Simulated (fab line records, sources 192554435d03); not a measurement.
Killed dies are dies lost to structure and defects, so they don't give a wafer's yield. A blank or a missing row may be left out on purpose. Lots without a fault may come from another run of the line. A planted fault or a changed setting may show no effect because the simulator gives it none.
Chamber matching | flow n5_finfet | N5_BEOL_M9_ETCH_61 on rie_diel-02: 4 sister chambers
The step etches SiARC in CF4, target depth 39 nm, time 65 s. 4 wafers are shown with their chamber, then 12 later ones without.

WAFERS WITH THEIR CHAMBER
wafer  | chamber | throttle_valve_pct (%)
L090.1 | 2       | 15.31
L091.2 | 3       | 15.90
L091.3 | 1       | 15.67
L091.4 | 0       | 16.06

WAFERS WITHOUT THEIR CHAMBER
wafer  | throttle_valve_pct (%)
L094.2 | 15.68
L094.5 | 15.66
L094.6 | 16.07
L092.1 | 15.33
L092.2 | 16.08
L092.5 | 15.34
L093.2 | 15.32
L093.4 | 15.67
L093.6 | 16.08
L096.1 | 15.69
L096.2 | 15.91
L096.3 | 15.35

WHICH CHAMBER EACH WENT THROUGH
wafer  | from the rows above | in truth
L094.2 | 1                   | 1
L094.5 | 1                   | 1
L094.6 | 0                   | 0
L092.1 | 2                   | 2
L092.2 | 0                   | 0
L092.5 | 2                   | 2
L093.2 | 2                   | 2
L093.4 | 1                   | 1
L093.6 | 0                   | 0
L096.1 | 1                   | 1
L096.2 | 3                   | 3
L096.3 | 2                   | 2
Placed correctly: 12 of 12. Can't be placed from these rows: 0. Placed wrongly: 0.
How it was worked out, from the rows above alone: a wafer's distance from a chamber is the root of the sum, over the readings, of the square of ((its reading less the chamber's mean) divided by the reading's scatter). The wafer belongs to the nearest chamber; if the next one is less than 2 further off, it can't be placed. A chamber's mean is the mean of its shown wafers. The scatter: with one shown wafer a chamber, the root of the mean of the squares of how far each hidden wafer lies from its nearest shown one.
